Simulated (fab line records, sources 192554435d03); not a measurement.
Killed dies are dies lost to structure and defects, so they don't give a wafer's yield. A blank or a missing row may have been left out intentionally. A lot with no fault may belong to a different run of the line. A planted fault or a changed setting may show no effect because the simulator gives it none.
What tool caused it? + flow n5_finfet + Sampling: 13 lots, 35 wafers, 4 of 1938 route steps

WHAT EACH GAUGE READ, for each wafer
N5_BEOL_M9_CD_MEAS_28: target cd 70 nm. Usual: cd_nm reads 69.92 nm (standard deviation 0.24).
| lot  | measured     | on        | cd_nm (nm)        | flag |
|------|--------------|-----------|-------------------|------|
| L310 | day 10 02:17 | cd_sem-01 | 70.23 70.06 70.37 |      |
| L313 | day 10 05:19 | cd_sem-01 | 69.75 69.92 70.39 |      |
| L311 | day 10 05:34 | cd_sem-02 | 69.66 69.63 69.96 |      |
| L312 | day 10 11:35 | cd_sem-03 | 69.87 69.56 69.86 |      |
| L315 | day 10 22:08 | cd_sem-02 | 69.74 70.18 69.76 |      |
| L314 | day 11 00:31 | cd_sem-03 | 70.25 69.72 69.61 |      |
| L316 | day 11 09:35 | cd_sem-01 | 70.11 69.64 69.91 |      |
| L317 | day 11 17:11 | cd_sem-01 | 70.01 69.98 69.84 |      |
| L319 | day 12 12:47 | cd_sem-01 | 69.69 69.95       |      |
| L321 | day 13 01:05 | cd_sem-03 | 69.79 69.83 69.97 |      |
| L332 | day 15 13:14 | cd_sem-01 | 69.67 69.92       |      |
| L333 | day 15 14:50 | cd_sem-03 | 69.68 69.43       |      |
| L327 | day 16 04:19 | cd_sem-02 | 69.64 70.10       |      |

N5_BEOL_M9_INSPECT_58: inspects for defects (darkfield). Usual: raw_defect_count reads 72 (standard deviation 21).
| lot  | measured     | on                | raw_defect_count | flag |
|------|--------------|-------------------|------------------|------|
| L310 | day 10 05:19 | defect_inspect-01 | 72 96 113        |      |
| L313 | day 10 08:46 | defect_inspect-01 | 86 72 71         |      |
| L311 | day 10 09:08 | defect_inspect-02 | 89 99 72         |      |
| L312 | day 10 15:07 | defect_inspect-01 | 51 50 76         |      |
| L315 | day 11 01:29 | defect_inspect-02 | 85 86 91         |      |
| L314 | day 11 03:41 | defect_inspect-01 | 72 65 52         |      |
| L316 | day 11 13:58 | defect_inspect-01 | 65 55 77         |      |
| L317 | day 11 20:07 | defect_inspect-02 | 88 57 93         |      |
| L319 | day 12 17:29 | defect_inspect-02 | 105 70           |      |
| L321 | day 13 04:17 | defect_inspect-02 | 97 62 35         |      |
| L332 | day 15 16:22 | defect_inspect-01 | 58 40            |      |
| L333 | day 15 17:44 | defect_inspect-01 | 82 34            |      |
| L327 | day 16 09:08 | defect_inspect-02 | 69 40            |      |

TOOL THAT RAN EACH LOT (tool first, then ch and the chambers of the sampled wafers, then the start)
| lot  | N5_BEOL_M9_CMP_52             | N5_BEOL_M9_DEP_56               |
|------|-------------------------------|---------------------------------|
| L310 | cmp-04 ch 0,2,3, day 10 04:52 | pecvd-02 ch 1,2, day 10 05:13   |
| L313 | cmp-03 ch 1,3, day 10 08:22   | pecvd-03 ch 0,1, day 10 08:41   |
| L311 | cmp-04 ch 0,1,3, day 10 08:43 | pecvd-04 ch 1,2, day 10 09:01   |
| L312 | cmp-03 ch 0,1,3, day 10 14:39 | pecvd-02 ch 0,1, day 10 15:01   |
| L315 | cmp-02 ch 1,2,3, day 11 01:01 | pecvd-02 ch 0,1,2, day 11 01:23 |
| L314 | cmp-04 ch 1,2, day 11 03:13   | pecvd-04 ch 0,1,2, day 11 03:35 |
| L316 | cmp-03 ch 0,3, day 11 13:30   | pecvd-02 ch 0,1, day 11 13:52   |
| L317 | cmp-03 ch 1,2,3, day 11 19:39 | pecvd-03 ch 0,1,2, day 11 20:01 |
| L319 | cmp-04 ch 0, day 12 17:02     | pecvd-04 ch 1,2, day 12 17:25   |
| L321 | cmp-03 ch 0,1,3, day 13 03:49 | pecvd-04 ch 0,2, day 13 04:11   |
| L332 | cmp-03 ch 1,3, day 15 15:56   | pecvd-03 ch 1, day 15 16:15     |
| L333 | cmp-03 ch 0,1, day 15 17:19   | pecvd-02 ch 1, day 15 17:38     |
| L327 | cmp-03 ch 0,2, day 16 08:48   | pecvd-02 ch 1,2, day 16 09:02   |
- N5_BEOL_M9_CMP_52: polishes, stops on SiCOH lowk, t overpolish 7 s, target thk 140 nm.
- N5_BEOL_M9_DEP_56: deposits SiCN from 3MS/NH3, target thk 15 nm, time 26.5 s.

AS READ BY THE TOOLS THEMSELVES (means over the sampled wafers that have a number; for cases with no such wafer, the mark the record gives instead)
N5_BEOL_M9_CMP_52. Usual: barrier_field_endpoint_s 29.1 s, standard deviation 0.82; motor_current_A 6.1 A, standard deviation 0.52; overpolish_run_s 7.000 s, standard deviation 0.0087; platen_rpm 50.00 rpm, standard deviation 0.032; time_to_endpoint_s 66 s, standard deviation 3.3.
| lot  | tool   | barrier_field_endpoint_s (s) | motor_current_A (A) | overpolish_run_s (s) | platen_rpm (rpm) | time_to_endpoint_s (s) | flag |
|------|--------|------------------------------|---------------------|----------------------|------------------|------------------------|------|
| L310 | cmp-04 | 29.2                         | 6.5                 | 7.002                | 50.01            | 63                     |      |
| L313 | cmp-03 | 29.1                         | 6.0                 | 6.998                | 50.00            | 62                     |      |
| L311 | cmp-04 | 28.8                         | 6.2                 | 7.001                | 50.00            | 67                     |      |
| L312 | cmp-03 | 29.9                         | 6.1                 | 7.005                | 50.01            | 67                     |      |
| L315 | cmp-02 | 28.9                         | 6.3                 | 7.006                | 50.03            | 66                     |      |
| L314 | cmp-04 | 29.1                         | 6.7                 | 7.002                | 50.02            | 63                     |      |
| L316 | cmp-03 | 29.1                         | 5.6                 | 7.009                | 50.00            | 65                     |      |
| L317 | cmp-03 | 27.6                         | 6.0                 | 7.003                | 50.01            | 66                     |      |
| L319 | cmp-04 | 29.2                         | 6.7                 | 6.989                | 50.00            | 68                     |      |
| L321 | cmp-03 | 28.1                         | 5.8                 | 7.003                | 49.99            | 66                     |      |
| L332 | cmp-03 | 22.2                         | 6.2                 | 6.993                | 49.99            | 48                     | OFF  |
| L333 | cmp-03 | 22.5                         | 6.0                 | 7.004                | 50.02            | 50                     | OFF  |
| L327 | cmp-03 | 22.8                         | 6.0                 | 6.998                | 50.00            | 56                     | OFF  |

N5_BEOL_M9_DEP_56. Usual: showerhead_plenum_p_Torr 3.665 Torr, standard deviation 0.011; throttle_valve_pct 9.0 %, standard deviation 0.54.
| lot  | tool     | showerhead_plenum_p_Torr (Torr) | throttle_valve_pct (%) | flag |
|------|----------|---------------------------------|------------------------|------|
| L310 | pecvd-02 | 3.672                           | 9.7                    |      |
| L313 | pecvd-03 | 3.657                           | 9.4                    |      |
| L311 | pecvd-04 | 3.656                           | 8.6                    |      |
| L312 | pecvd-02 | 3.676                           | 8.9                    |      |
| L315 | pecvd-02 | 3.669                           | 9.3                    |      |
| L314 | pecvd-04 | 3.664                           | 8.8                    |      |
| L316 | pecvd-02 | 3.677                           | 9.2                    |      |
| L317 | pecvd-03 | 3.664                           | 8.8                    |      |
| L319 | pecvd-04 | 3.670                           | 8.7                    |      |
| L321 | pecvd-04 | 3.658                           | 8.9                    |      |
| L332 | pecvd-03 | 3.668                           | 9.4                    |      |
| L333 | pecvd-02 | 3.678                           | 9.9                    |      |
| L327 | pecvd-02 | 3.662                           | 9.9                    |      |

THE ANSWER, worked out from the rows above alone
Rule: lot off if the mean of its wafers having a number is beyond 3 standard deviations from the usual mean. Also off: a lot with no number at a reading for which 4 or more lots have one. Any other lot the step has rows for is counted as sound. First the gauges in route order, then the tools' own readings, where a lot's mean is used as printed above. The first step at which some lot is off is used, and at that step the reading that is off furthest; a lot without a number counts as furthest.
Off: L332, L333, L327 (N5_BEOL_M9_CMP_52, barrier_field_endpoint_s).
A tool fits if, at that step or a process step before it, it ran every lot that is off, and no sound lot after the first of them. One fits: N5_BEOL_M9_CMP_52 on cmp-03. A fault onset in the window from L321 (day 13 03:49, its last sound lot) to L332 (day 15 15:56, its first lot off) fits.
The tool's own readings at N5_BEOL_M9_CMP_52 bear it out: on the lots that are off they differ by more than 5 times the standard deviation of the sound lots' means. barrier_field_endpoint_s reads 22.5 s there against 28.9 s on the sound lots; time_to_endpoint_s reads 51 s there against 65 s on the sound lots.

WHAT THE SIMULATOR PUT IN
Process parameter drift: cmp-03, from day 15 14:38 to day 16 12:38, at N5_BEOL_M9_CMP_52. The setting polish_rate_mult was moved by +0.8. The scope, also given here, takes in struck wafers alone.
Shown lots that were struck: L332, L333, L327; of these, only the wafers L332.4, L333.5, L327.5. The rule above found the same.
